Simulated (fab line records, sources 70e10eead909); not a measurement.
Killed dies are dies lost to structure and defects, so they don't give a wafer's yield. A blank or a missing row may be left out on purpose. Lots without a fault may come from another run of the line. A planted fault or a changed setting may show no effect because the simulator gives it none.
Which tool did it? | flow nand_harc | 11 lots, 33 wafers sampled, at 4 steps of a route of 1302

WHAT THE GAUGES READ, wafer by wafer
The record holds no reading of a measuring or inspecting step that can be judged against a usual standard deviation.

WHICH TOOL RAN EACH LOT (tool, then ch and the chambers of the sampled wafers, then the start)
lot  | NHARC_A_STAIRCASE_DESCUM_186       | NHARC_A_STAIRCASE_TRIM_189                    | NHARC_A_STAIRCASE_ETCH_194                    | NHARC_A_STAIRCASE_ETCH_201
L436 | rie_diel-06 ch 0,1,3, day 15 08:51 | rie_diel-06 ch 0,2,3, day 15 10:40 or earlier | rie_diel-06 ch 0,3, day 15 10:40 or earlier   | rie_diel-06 ch 1,2,3, day 15 10:40
L437 | rie_diel-01 ch 0,3, day 16 04:06   | rie_diel-01 ch 1,2,3, day 16 06:28 or earlier | rie_diel-01 ch 0,1,3, day 16 06:28 or earlier | rie_diel-01 ch 2,3, day 16 06:28
L440 | rie_diel-06 ch 0,1,3, day 17 13:37 | rie_diel-06 ch 0,2,3, day 17 15:31 or earlier | rie_diel-06 ch 0,2,3, day 17 15:31 or earlier | rie_diel-06 ch 0,1,2, day 17 15:31
L441 | rie_diel-06 ch 0,1, day 17 19:57   | rie_diel-06 ch 0,1,3, day 17 21:43 or earlier | rie_diel-06 ch 1,2, day 17 21:43 or earlier   | rie_diel-01 ch 0,2,3, day 17 21:43
L444 | rie_diel-06 ch 0,1,3, day 18 23:32 | rie_diel-06 ch 0,2,3, day 19 02:17 or earlier | rie_diel-06 ch 1,2,3, day 19 02:17 or earlier | rie_diel-01 ch 0,2,3, day 19 02:17
L445 | rie_diel-05 ch 0,1,2, day 19 09:45 | rie_diel-05 ch 1,2,3, day 19 11:40 or earlier | rie_diel-05 ch 1,2,3, day 19 11:40 or earlier | rie_diel-05 ch 1,2,3, day 19 11:40
L446 | rie_diel-06 ch 2,3, day 20 01:30   | rie_diel-06 ch 0,1, day 20 03:16 or earlier   | rie_diel-06 ch 0,1,3, day 20 03:16 or earlier | rie_diel-05 ch 1,2, day 20 03:16
L453 | rie_diel-06 ch 0,2, day 22 11:01   | rie_diel-06 ch 0,1,3, day 22 12:54 or earlier | rie_diel-06 ch 1,2,3, day 22 12:54 or earlier | rie_diel-01 ch 0,1,3, day 22 12:54
L452 | rie_diel-01 ch 2,3, day 22 11:56   | rie_diel-01 ch 1,3, day 22 13:56 or earlier   | rie_diel-01 ch 1,3, day 22 13:56 or earlier   | rie_diel-01 ch 0,2,3, day 22 13:56
L454 | rie_diel-06 ch 0,2,3, day 23 12:11 | rie_diel-06 ch 2,3, day 23 14:25 or earlier   | rie_diel-06 ch 0,1,3, day 23 14:25 or earlier | rie_diel-06 ch 0,1,2, day 23 14:25
L455 | rie_diel-01 ch 1,2,3, day 23 15:41 | rie_diel-01 ch 0,1,2, day 23 17:31 or earlier | rie_diel-01 ch 0,2,3, day 23 17:31 or earlier | rie_diel-06 ch 0,1,2, day 23 17:31
- NHARC_A_STAIRCASE_DESCUM_186: chemistry O2, time 3 s.
- NHARC_A_STAIRCASE_TRIM_189: chemistry O2, time 211.2 s.
- NHARC_A_STAIRCASE_ETCH_194: etches the open film in C4F8/O2, target depth 100 nm, time 40.5 s.
- NHARC_A_STAIRCASE_ETCH_201: etches the open film in C4F8/O2, target depth 100 nm, time 40.5 s.

WHAT THE TOOLS THEMSELVES READ (means of the sampled wafers that have a number; where no wafer has one, the mark that the record gives instead)
NHARC_A_STAIRCASE_DESCUM_186. Usual: drypump_motor_current_A 5.6 A, standard deviation 0.61; oes_product_au 1.000 a.u., standard deviation 0.01; rf_vpp_V 57.8 V, standard deviation 0.9; showerhead_plenum_p_Torr 1.91 Torr, standard deviation 0.084; throttle_valve_pct 11.310 %, standard deviation 0.0095.
lot  | tool        | drypump_motor_current_A (A) | oes_product_au (a.u.) | rf_vpp_V (V) | showerhead_plenum_p_Torr (Torr) | throttle_valve_pct (%) | flag
L436 | rie_diel-06 | 5.9                         | 0.997                 | 58.0         | 1.92                            | 11.310                 |
L437 | rie_diel-01 | 5.1                         | 0.998                 | 57.8         | 1.85                            | 11.310                 |
L440 | rie_diel-06 | 5.9                         | 0.990                 | 57.6         | 1.91                            | 11.313                 |
L441 | rie_diel-06 | 5.5                         | 0.990                 | 58.6         | 1.97                            | 11.297                 |
L444 | rie_diel-06 | 5.9                         | 1.000                 | 58.2         | 1.91                            | 11.315                 |
L445 | rie_diel-05 | 5.4                         | 1.006                 | 57.1         | 1.85                            | 11.312                 |
L446 | rie_diel-06 | 6.0                         | 1.002                 | 57.7         | 1.81                            | 11.314                 |
L453 | rie_diel-06 | 5.2                         | 1.001                 | 59.0         | 1.91                            | 11.316                 |
L452 | rie_diel-01 | 5.2                         | 0.993                 | 56.8         | 1.83                            | 11.315                 |
L454 | rie_diel-06 | 5.7                         | 1.007                 | 57.3         | 1.97                            | 11.308                 |
L455 | rie_diel-01 | 5.8                         | 0.997                 | 57.3         | 1.87                            | 11.312                 |

NHARC_A_STAIRCASE_TRIM_189. Usual: drypump_motor_current_A 5.6 A, standard deviation 0.63; oes_product_au 0.997 a.u., standard deviation 0.011; rf_vpp_V 57.8 V, standard deviation 0.95; showerhead_plenum_p_Torr 3.52 Torr, standard deviation 0.14; throttle_valve_pct 17.036 %, standard deviation 0.0097.
lot  | tool        | drypump_motor_current_A (A) | oes_product_au (a.u.) | rf_vpp_V (V) | showerhead_plenum_p_Torr (Torr) | throttle_valve_pct (%) | flag
L436 | rie_diel-06 | 5.7                         | 0.998                 | 57.4         | 3.50                            | 17.037                 |
L437 | rie_diel-01 | 5.8                         | 1.002                 | 57.9         | 3.48                            | 17.033                 |
L440 | rie_diel-06 | 5.7                         | 1.004                 | 57.9         | 3.48                            | 17.032                 |
L441 | rie_diel-06 | 5.9                         | 0.994                 | 57.7         | 3.53                            | 17.043                 |
L444 | rie_diel-06 | 5.7                         | 1.000                 | 57.2         | 3.48                            | 17.058                 |
L445 | rie_diel-05 | 5.3                         | 1.002                 | 58.2         | 3.53                            | 17.035                 |
L446 | rie_diel-06 | 5.5                         | 0.993                 | 57.7         | 3.61                            | 17.038                 |
L453 | rie_diel-06 | 5.9                         | 0.999                 | 58.0         | 3.68                            | 17.030                 |
L452 | rie_diel-01 | 6.1                         | 0.999                 | 57.4         | 3.48                            | 17.039                 |
L454 | rie_diel-06 | 5.5                         | 1.000                 | 58.5         | 3.57                            | 17.031                 |
L455 | rie_diel-01 | 6.0                         | 0.997                 | 57.7         | 3.51                            | 17.036                 |

NHARC_A_STAIRCASE_ETCH_194. Usual: bias_w 999.8 W, standard deviation 2.9; oes_product_au 0.942 a.u., standard deviation 0.011; rf_fwd_power_W 592.8 W, standard deviation 2.4; rf_vpp_V 896 V, standard deviation 5.3.
lot  | tool        | bias_w (W) | oes_product_au (a.u.) | rf_fwd_power_W (W) | rf_vpp_V (V) | flag
L436 | rie_diel-06 | 1000.3     | 0.943                 | 595.3              | 892          |
L437 | rie_diel-01 | 997.3      | 0.952                 | 595.6              | 894          |
L440 | rie_diel-06 | 999.6      | 0.939                 | 595.7              | 894          |
L441 | rie_diel-06 | 1001.8     | 0.949                 | 592.8              | 896          |
L444 | rie_diel-06 | 998.9      | 0.943                 | 592.5              | 893          |
L445 | rie_diel-05 | 1000.5     | 0.938                 | 590.0              | 895          |
L446 | rie_diel-06 | 999.6      | 0.942                 | 593.1              | 895          |
L453 | rie_diel-06 | 998.3      | 0.935                 | 593.4              | 899          |
L452 | rie_diel-01 | 998.6      | 0.944                 | 595.9              | 892          |
L454 | rie_diel-06 | 1001.6     | 0.960                 | 594.8              | 900          |
L455 | rie_diel-01 | 999.0      | 0.944                 | 594.2              | 893          |

NHARC_A_STAIRCASE_ETCH_201. Usual: bias_w 999.9 W, standard deviation 2.8; oes_product_au 0.943 a.u., standard deviation 0.012; rf_fwd_power_W 592.8 W, standard deviation 2.6; rf_vpp_V 895 V, standard deviation 4.9.
lot  | tool        | bias_w (W) | oes_product_au (a.u.) | rf_fwd_power_W (W) | rf_vpp_V (V) | flag
L436 | rie_diel-06 | 1001.5     | 0.945                 | 593.9              | 894          |
L437 | rie_diel-01 | 1000.7     | 0.931                 | 594.4              | 891          |
L440 | rie_diel-06 | 999.2      | 0.935                 | 593.6              | 898          |
L441 | rie_diel-01 | 1000.4     | 0.950                 | 595.4              | 894          |
L444 | rie_diel-01 | 1000.0     | 0.939                 | 592.1              | 893          |
L445 | rie_diel-05 | 999.9      | 0.939                 | 591.3              | 897          |
L446 | rie_diel-05 | 999.6      | 0.957                 | 591.3              | 890          |
L453 | rie_diel-01 | 1001.1     | 1.024                 | 690.5              | 894          | OFF
L452 | rie_diel-01 | 995.6      | 1.020                 | 691.3              | 893          | OFF
L454 | rie_diel-06 | 999.4      | 0.935                 | 594.2              | 897          |
L455 | rie_diel-06 | 1000.2     | 0.945                 | 592.5              | 897          |

THE ANSWER, worked out from the rows above alone
Rule: a lot is off if the mean of its wafers that have a number lies more than 3 standard deviations from the usual mean. A lot without any number at a reading at which 4 lots or more have one is off too. The other lots that the step has rows for count as sound. The gauges are gone through in route order, then the tools' own readings, and for those a lot's mean is taken as printed above. The first step at which some lot is off is used, and at that step the reading that is off furthest; a lot without a number counts as furthest.
Off: L453, L452, at NHARC_A_STAIRCASE_ETCH_201 (rf_fwd_power_W).
A tool fits if, at that step or a process step before it, it ran every lot that is off, and no sound lot after the first of them. NHARC_A_STAIRCASE_TRIM_189 gives no start for some lots, so the hours and the order of its lots are those of NHARC_A_STAIRCASE_ETCH_201. NHARC_A_STAIRCASE_ETCH_194 gives no start for some lots, so the hours and the order of its lots are those of NHARC_A_STAIRCASE_ETCH_201. One fits: rie_diel-01 at NHARC_A_STAIRCASE_ETCH_201. Its last sound lot is L444 (day 19 02:17), its first lot that is off L453 (day 22 12:54): a fault that began between those two fits.
The tool's own readings at NHARC_A_STAIRCASE_ETCH_201 bear it out: on the lots that are off they differ by more than 5 times the standard deviation of the sound lots' means. oes_product_au reads 1.022 a.u. there against 0.942 a.u. on the sound lots; rf_fwd_power_W reads 690.9 W there against 593.2 W on the sound lots.

WHAT THE SIMULATOR HAD PUT IN
Process parameter drift: rie_diel-01, from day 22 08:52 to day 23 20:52, at NHARC_A_STAIRCASE_ETCH_201. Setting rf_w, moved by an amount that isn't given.
Lots struck among those shown: L453, L452. The rule above found the same.
